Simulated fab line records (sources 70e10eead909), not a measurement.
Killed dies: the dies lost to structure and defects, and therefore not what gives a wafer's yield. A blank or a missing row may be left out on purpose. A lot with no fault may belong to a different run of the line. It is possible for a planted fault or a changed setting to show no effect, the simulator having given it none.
Which tool did it?    flow nand harc    Sampling: 24 lots, 72 wafers, 6 of 1302 route steps

WHAT EACH GAUGE READ, for each wafer
NHARC_P_STI_INSPECT_25. Usual: raw defect count reads 206 (standard deviation 110).
lot   measured      on                 raw defect count  flag
L074  day 4 05:22   defect inspect-01  273 145 235       
L075  day 4 11:41   defect inspect-02  152 99 222        
L076  day 4 16:47   defect inspect-01  172 165 171       
L077  day 5 08:52   defect inspect-02  207 162 149       
L078  day 5 12:55   defect inspect-02  308 233 233       
L079  day 6 00:35   defect inspect-02  198 238 205       
L080  day 6 12:50   defect inspect-01  186 213 108       
L081  day 7 03:20   defect inspect-01  122 137 87        
L082  day 7 03:20   defect inspect-02  442 264 815       
L084  day 8 04:39   defect inspect-02  258 115 119       
L083  day 8 04:39   defect inspect-01  247 113 119       
L085  day 8 12:05   defect inspect-02  125 180 107       
L086  day 9 03:18   defect inspect-01  121 187 225       
L087  day 9 03:18   defect inspect-02  404 448 461       
L089  day 10 01:56  defect inspect-02  104 283 256       
L088  day 10 01:56  defect inspect-01  142 117 123       
L090  day 10 21:27  defect inspect-01  152 116 179       
L091  day 11 01:44  defect inspect-02  175 118 223       
L092  day 11 13:59  defect inspect-02  183 172 210       
L093  day 12 06:04  defect inspect-02  203 163 232       
L094  day 12 09:44  defect inspect-02  144 103 244       
L095  day 12 22:58  defect inspect-02  120 81 104        
L096  day 12 22:58  defect inspect-01  104 102 112       
L097  day 13 12:32  defect inspect-01  237 138 170       

NHARC_P_M0_INSPECT_27. Usual: raw defect count reads 280 (standard deviation 100).
lot   measured      on                 raw defect count  flag
L074  day 6 09:03   defect inspect-02  316 245 308       
L075  day 7 02:46   defect inspect-02  403 396 275       
L076  day 7 04:34   defect inspect-01  148 241 206       
L077  day 7 10:32   defect inspect-02  260 119 179       
L078  day 7 17:05   defect inspect-01  310 410 472       
L079  day 8 05:43   defect inspect-02  269 331 274       
L080  day 8 15:01   defect inspect-02  524 247 210       
L081  day 9 07:57   defect inspect-01  291 259 223       
L082  day 9 08:39   defect inspect-01  156 201 246       
L084  day 10 11:29  defect inspect-02  185 178 151       
L083  day 10 09:05  defect inspect-02  158 363 222       
L085  day 10 18:18  defect inspect-01  174 569 262       
L086  day 11 08:30  defect inspect-02  317 146 260       
L087  day 11 09:01  defect inspect-01  154 259 238       
L089  day 12 10:08  defect inspect-02  189 281 277       
L088  day 12 08:22  defect inspect-01  281 244 282       
L090  day 13 03:22  defect inspect-02  251 185 189       
L091  day 13 07:38  defect inspect-02  397 327 391       
L092  day 13 15:06  defect inspect-02  331 215 285       
L093  day 14 09:07  defect inspect-02  490 370 379       
L094  day 14 17:03  defect inspect-01  222 344 323       
L095  day 15 07:34  defect inspect-02  194 168 186       
L096  day 15 06:48  defect inspect-02  398 348 278       
L097  day 15 17:24  defect inspect-02  216 286 293       

NHARC_P_M1_THK_MEAS_24: measures by xrf. Usual: thk nm reads 157.6 nm (standard deviation 1.5).
lot   measured      on             thk nm (nm)        flag
L074  day 6 13:04   film metro-01  154.6 156.3 157.6  
L075  day 7 06:49   film metro-01  159.5 159.2 158.5  
L076  day 7 08:32   film metro-02  159.2 159.3 156.8  
L077  day 7 14:52   film metro-02  158.4 158.6 158.0  
L078  day 7 21:03   film metro-01  159.0 160.6 157.8  
L079  day 8 09:43   film metro-02  158.4 157.9 159.2  
L080  day 8 18:53   film metro-02  157.6 157.7 157.6  
L081  day 9 11:58   film metro-02  157.9 160.9 156.6  
L082  day 9 12:38   film metro-01  159.0 157.8 157.2  
L084  day 10 15:42  film metro-01  157.1 156.7 157.2  
L083  day 10 13:08  film metro-02  160.0 156.6 155.0  
L085  day 10 22:28  film metro-02  159.0 158.4 159.0  
L086  day 11 12:32  film metro-02  158.4 157.1 161.3  
L087  day 11 13:08  film metro-02  155.5 156.5 156.0  
L089  day 12 14:06  film metro-02  154.7 157.9 157.8  
L088  day 12 12:22  film metro-02  154.2 158.6 156.1  
L090  day 13 07:47  film metro-02  158.4 157.9 157.1  
L091  day 13 11:38  film metro-02  156.9 159.6 159.2  
L092  day 13 19:05  film metro-01  156.5 156.4 155.6  
L093  day 14 13:06  film metro-01  157.9 157.0 157.3  
L094  day 14 21:02  film metro-01  158.1 159.9 160.5  
L095  day 15 11:35  film metro-01  157.4 159.3 157.2  
L096  day 15 10:52  film metro-02  158.6 157.9 155.5  
L097  day 15 21:32  film metro-01  156.6 158.0 157.8  

TOOL THAT RAN EACH LOT (tool first, then ch and the chambers of the sampled wafers, then the start)
lot   NHARC_P_GATE_STRIP_101              NHARC_P_CONTACT_ETCH_18                        NHARC_P_M1_STRIP_18
L074  rie diel-09 ch 0,1,2, day 5 17:02   rie diel-02 ch 0,1,3, day 6 09:03 or earlier   rie diel-07 ch 0,1,2, day 6 11:02
L075  rie diel-10 ch 0,1,3, day 5 23:24   rie diel-11 ch 1,2,3, day 7 02:46 or earlier   rie diel-03 ch 0,1,3, day 7 04:42
L076  rie diel-10 ch 0,1,2, day 6 02:19   rie diel-12 ch 2,3, day 7 04:34 or earlier     rie diel-06 ch 2,3, day 7 06:28
L077  rie diel-10 ch 1,2,3, day 6 18:34   rie diel-12 ch 0,2,3, day 7 10:32 or earlier   rie diel-07 ch 0,2,3, day 7 12:30
L078  rie diel-13 ch 0,1,3, day 7 01:28   rie diel-11 ch 1,2, day 7 17:05 or earlier     rie diel-07 ch 2,3, day 7 19:04
L079  rie diel-13 ch 0,1,2, day 7 14:01   rie diel-11 ch 0,3, day 8 05:43 or earlier     rie diel-07 ch 1,2, day 8 07:42
L080  rie diel-10 ch 0,2, day 7 22:53     rie diel-11 ch 0,2,3, day 8 15:01 or earlier   rie diel-03 ch 1,2,3, day 8 16:52
L081  rie diel-10 ch 1,2, day 8 15:16     rie diel-12 ch 0,2, day 9 07:57 or earlier     rie diel-06 ch 0,1,3, day 9 09:55
L082  rie diel-09 ch 0,1,3, day 8 15:28   rie diel-12 ch 0,2, day 9 08:39 or earlier     rie diel-03 ch 1,2,3, day 9 10:39
L084  rie diel-10 ch 0,1, day 9 17:17     rie diel-12 ch 0,3, day 10 11:29 or earlier    rie diel-06 ch 2,3, day 10 13:32
L083  rie diel-09 ch 2,3, day 9 17:11     rie diel-11 ch 0,3, day 10 09:05 or earlier    rie diel-03 ch 0,1,3, day 10 11:05
L085  rie diel-09 ch 0,2,3, day 10 02:04  rie diel-02 ch 0,1,2, day 10 18:18 or earlier  rie diel-06 ch 0,1,2, day 10 20:23
L086  rie diel-13 ch 0,1,2, day 10 16:36  rie diel-02 ch 0,1,3, day 11 08:30 or earlier  rie diel-07 ch 0,2, day 11 10:30
L087  rie diel-10 ch 0,1, day 10 16:46    rie diel-11 ch 0,1,2, day 11 09:01 or earlier  rie diel-07 ch 0,1,2, day 11 10:58
L089  rie diel-09 ch 0,1,3, day 11 18:17  rie diel-11 ch 0,1,3, day 12 10:08 or earlier  rie diel-03 ch 1,2,3, day 12 12:05
L088  rie diel-10 ch 0,1,2, day 11 16:04  rie diel-12 ch 0,2,3, day 12 08:22 or earlier  rie diel-07 ch 0,1,3, day 12 10:19
L090  rie diel-10 ch 0,2, day 12 11:01    rie diel-12 ch 0,3, day 13 03:22 or earlier    rie diel-07 ch 0,1,2, day 13 05:23
L091  rie diel-10 ch 0,1,3, day 12 15:20  rie diel-12 ch 0,1,3, day 13 07:38 or earlier  rie diel-06 ch 1,2,3, day 13 09:36
L092  rie diel-10 ch 0,1,3, day 12 23:23  rie diel-02 ch 0,1,3, day 13 15:06 or earlier  rie diel-03 ch 0,1,3, day 13 17:08
L093  rie diel-13 ch 1,2, day 13 17:22    rie diel-11 ch 1,2,3, day 14 09:07 or earlier  rie diel-07 ch 0,1,2, day 14 11:07
L094  rie diel-13 ch 0,1,3, day 14 01:03  rie diel-12 ch 0,1,3, day 14 17:03 or earlier  rie diel-03 ch 2,3, day 14 18:59
L095  rie diel-10 ch 1,2, day 14 15:46    rie diel-12 ch 0,2,3, day 15 07:34 or earlier  rie diel-07 ch 2,3, day 15 09:32
L096  rie diel-13 ch 0,1, day 14 15:00    rie diel-02 ch 0,2, day 15 06:48 or earlier    rie diel-06 ch 0,3, day 15 08:50
L097  rie diel-10 ch 0,2,3, day 15 01:01  rie diel-02 ch 0,3, day 15 17:24 or earlier    rie diel-06 ch 1,2, day 15 19:19
- NHARC_P_GATE_STRIP_101: strips in O2, time 20 s.
- NHARC_P_CONTACT_ETCH_18: etches the open film in C4F8/O2/Ar, target depth 481 nm, time 240.5 s.
- NHARC_P_M1_STRIP_18: strips in N2/H2.

AS READ BY THE TOOLS THEMSELVES (means over the sampled wafers that have a number; for cases with no such wafer, the mark the record gives instead)
NHARC_P_GATE_STRIP_101. Usual: value, then standard deviation, for each; drypump motor current A 5.9 A / 0.47; mfc ar sccm 0.010 sccm / 0.013; o2 flow sccm 500.0 sccm / 1.4; oes product au 1.000 a.u. / 0.0066; rf vpp V 58.0 V / 0.82; showerhead plenum p Torr 3.53 Torr / 0.13; throttle valve pct 17.038 % / 0.0096.
lot   tool         drypump motor current A (A)  mfc ar sccm (sccm)  o2 flow sccm (sccm)  oes product au (a.u.)  rf vpp V (V)  showerhead plenum p Torr (Torr)  throttle valve pct (%)  flag
L074  rie diel-09  5.6                          0.014               499.1                0.998                  57.3          3.43                             17.035                  
L075  rie diel-10  5.6                          0.004               500.0                1.003                  58.4          3.63                             17.041                  
L076  rie diel-10  6.1                          0.004               499.4                1.008                  58.1          3.50                             17.036                  
L077  rie diel-10  5.9                          0.000               499.3                0.996                  58.1          3.58                             17.045                  
L078  rie diel-13  5.6                          0.029               500.8                1.000                  57.3          3.55                             17.035                  
L079  rie diel-13  6.0                          0.019               499.7                1.005                  58.0          3.64                             17.040                  
L080  rie diel-10  5.8                          0.008               500.4                1.002                  57.9          3.48                             17.046                  
L081  rie diel-10  6.4                          0.000               498.5                0.991                  58.3          3.45                             17.035                  
L082  rie diel-09  5.8                          0.007               499.9                1.006                  58.1          3.52                             17.032                  
L084  rie diel-10  6.0                          0.004               500.5                0.998                  58.3          3.57                             17.045                  
L083  rie diel-09  5.4                          0.013               499.9                0.992                  56.7          3.47                             17.041                  
L085  rie diel-09  5.6                          0.014               501.1                0.991                  57.8          3.45                             17.036                  
L086  rie diel-13  6.0                          0.019               501.9                1.004                  58.1          3.63                             17.043                  
L087  rie diel-10  6.0                          0.004               499.0                0.997                  56.9          3.57                             17.032                  
L089  rie diel-09  5.8                          0.007               501.2                1.002                  57.3          3.52                             17.033                  
L088  rie diel-10  6.1                          0.004               499.6                0.999                  57.5          3.50                             17.034                  
L090  rie diel-10  5.7                          0.008               499.3                1.004                  58.1          3.48                             17.046                  
L091  rie diel-10  5.6                          0.004               500.1                1.006                  58.0          3.63                             17.030                  
L092  rie diel-10  5.6                          0.004               501.6                0.996                  58.4          3.63                             17.038                  
L093  rie diel-13  6.1                          0.006               499.7                0.998                  58.2          3.68                             17.047                  
L094  rie diel-13  5.6                          0.029               499.8                1.000                  58.2          3.54                             17.032                  
L095  rie diel-10  6.4                          0.000               500.8                1.000                  57.5          3.45                             17.033                  
L096  rie diel-13  5.9                          0.032               500.3                0.999                  58.1          3.58                             17.042                  
L097  rie diel-10  5.6                          0.004               499.4                1.002                  57.5          3.56                             17.040                  

NHARC_P_CONTACT_ETCH_18. Usual: oes product au 0.962 a.u., standard deviation 0.018; rf vpp V 978 V, standard deviation 6.6.
lot   tool         oes product au (a.u.)  rf vpp V (V)  flag
L074  rie diel-02  0.923                  979           
L075  rie diel-11  0.926                  985           
L076  rie diel-12  0.969                  972           
L077  rie diel-12  0.963                  971           
L078  rie diel-11  0.973                  982           
L079  rie diel-11  0.952                  979           
L080  rie diel-11  0.973                  983           
L081  rie diel-12  0.971                  970           
L082  rie diel-12  0.946                  971           
L084  rie diel-12  0.963                  971           
L083  rie diel-11  0.948                  983           
L085  rie diel-02  0.970                  981           
L086  rie diel-02  0.973                  978           
L087  rie diel-11  0.955                  980           
L089  rie diel-11  0.971                  982           
L088  rie diel-12  0.970                  971           
L090  rie diel-12  0.981                  969           
L091  rie diel-12  0.970                  976           
L092  rie diel-02  0.975                  979           
L093  rie diel-11  0.928                  985           
L094  rie diel-12  0.971                  976           
L095  rie diel-12  0.967                  971           
L096  rie diel-02  0.971                  982           
L097  rie diel-02  0.971                  980           

NHARC_P_M1_STRIP_18. Usual: drypump motor current A 5.8 A, standard deviation 0.5; mfc ar sccm 0.009 sccm, standard deviation 0.0099; oes product au 0.999 a.u., standard deviation 0.0074; rf vpp V 90.8 V, standard deviation 1; showerhead plenum p Torr 2.05 Torr, standard deviation 0.089; throttle valve pct 14.172 %, standard deviation 0.0091.
lot   tool         drypump motor current A (A)  mfc ar sccm (sccm)  oes product au (a.u.)  rf vpp V (V)  showerhead plenum p Torr (Torr)  throttle valve pct (%)  flag
L074  rie diel-07  5.4                          0.017               1.006                  91.0          2.04                             14.174                  
L075  rie diel-03  6.0                          0.000               1.006                  90.4          2.02                             14.183                  
L076  rie diel-06  6.5                          0.003               0.991                  90.5          2.17                             14.170                  
L077  rie diel-07  5.3                          0.007               0.992                  92.1          2.06                             14.181                  
L078  rie diel-07  5.2                          0.004               1.001                  90.5          2.05                             14.167                  
L079  rie diel-07  5.3                          0.014               1.002                  90.7          2.03                             14.175                  
L080  rie diel-03  5.6                          0.001               1.000                  91.3          2.05                             14.174                  
L081  rie diel-06  6.3                          0.010               1.002                  91.0          2.04                             14.175                  
L082  rie diel-03  5.6                          0.001               0.992                  90.3          2.05                             14.178                  
L084  rie diel-06  6.4                          0.007               0.996                  92.0          2.13                             14.171                  
L083  rie diel-03  6.0                          0.000               0.999                  90.2          2.02                             14.174                  
L085  rie diel-06  6.3                          0.013               0.998                  91.0          2.01                             14.169                  
L086  rie diel-07  5.2                          0.011               0.996                  89.6          2.01                             14.174                  
L087  rie diel-07  5.4                          0.017               0.996                  90.8          2.03                             14.171                  
L089  rie diel-03  5.6                          0.001               0.995                  90.2          2.05                             14.176                  
L088  rie diel-07  5.6                          0.016               1.003                  90.9          2.08                             14.174                  
L090  rie diel-07  5.4                          0.017               0.999                  90.6          2.03                             14.173                  
L091  rie diel-06  6.5                          0.009               0.997                  90.8          2.05                             14.174                  
L092  rie diel-03  6.0                          0.000               1.004                  90.0          2.02                             14.160                  
L093  rie diel-07  5.4                          0.017               0.997                  91.1          2.03                             14.162                  
L094  rie diel-03  5.3                          0.001               1.005                  90.2          2.00                             14.176                  
L095  rie diel-07  5.4                          0.003               0.990                  91.3          2.09                             14.166                  
L096  rie diel-06  6.1                          0.007               0.998                  91.2          2.08                             14.165                  
L097  rie diel-06  6.4                          0.013               1.005                  91.6          2.13                             14.171                  

THE ANSWER, worked out from the rows above alone
Rule: lot off if the mean of its wafers having a number is beyond 3 standard deviations from the usual mean. Also off: a lot with no number at a reading for which 4 or more lots have one. The other lots that the step has rows for count as sound. Order of review: gauges by route order, followed by the tools' own readings, for which a lot's mean as printed above is used. The first step at which some lot is off is used, and at that step the reading that is off furthest; a lot without a number counts as furthest.
No lot is off at any reading shown: from this, nothing can be told.

WHAT THE SIMULATOR HAD PUT IN
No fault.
